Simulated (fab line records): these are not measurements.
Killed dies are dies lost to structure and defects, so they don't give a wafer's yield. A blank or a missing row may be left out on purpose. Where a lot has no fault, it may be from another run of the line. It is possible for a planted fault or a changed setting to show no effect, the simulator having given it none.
Chamber matching -- flow n5 finfet -- N5_GATE_CUT_CMP_61 on cmp-01 has 4 sister chambers
The step polishes, stops on SiNx, t overpolish 3 s. 16 wafers are shown with their chamber, then 8 later ones without.

## WAFERS WITH THEIR CHAMBER
wafer,chamber,motor current A (A)
L075.2,2,16.8
L075.3,0,12.6
L075.4,3,11.4
L076.1,2,17.5
L076.3,1,11.8
L076.4,3,11.0
L079.2,1,11.5
L079.3,2,16.8
L079.5,0,12.4
L083.1,0,11.8
L083.2,2,16.9
L083.5,0,12.5
L084.1,0,12.2
L084.2,2,16.5
L084.4,1,10.7
L086.1,3,10.7

SIGNATURES, as means of the wafers listed above
reading,chamber 0,chamber 1,chamber 2,chamber 3,scatter within a chamber
motor current A,12.300,11.333,16.900,11.033,0.391
Rule: for a wafer and a chamber, the distance is found by dividing, reading by reading, the gap between the wafer's reading and the chamber's mean by the reading's scatter, squaring, summing and taking the root. If the next closest chamber is less than 2 further off than the closest, the wafer can't be placed; otherwise it belongs to the closest. The scatter: the root of (the sum of the squares of (reading less its chamber's mean) over the shown wafers, divided by (wafers less chambers)).

## WAFERS WITH NO CHAMBER GIVEN
wafer,motor current A (A)
L086.3,11.3
L086.4,18.1
L088.3,12.0
L088.5,11.8
L088.6,16.8
L097.1,10.5
L097.3,17.8
L097.5,17.0

## WHICH CHAMBER EACH ONE RAN IN
wafer,from the rows above,in truth
L086.3,can't be placed: 1 or 3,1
L086.4,2,2
L088.3,can't be placed: 0 or 1 or 3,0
L088.5,can't be placed: 1 or 0 or 3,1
L088.6,2,2
L097.1,can't be placed: 3 or 1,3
L097.3,2,2
L097.5,2,2
Placed correctly: 4 of 8. Unplaceable from these rows: 4, with the true chamber sitting among the candidates in 4. Number placed wrongly: 0.
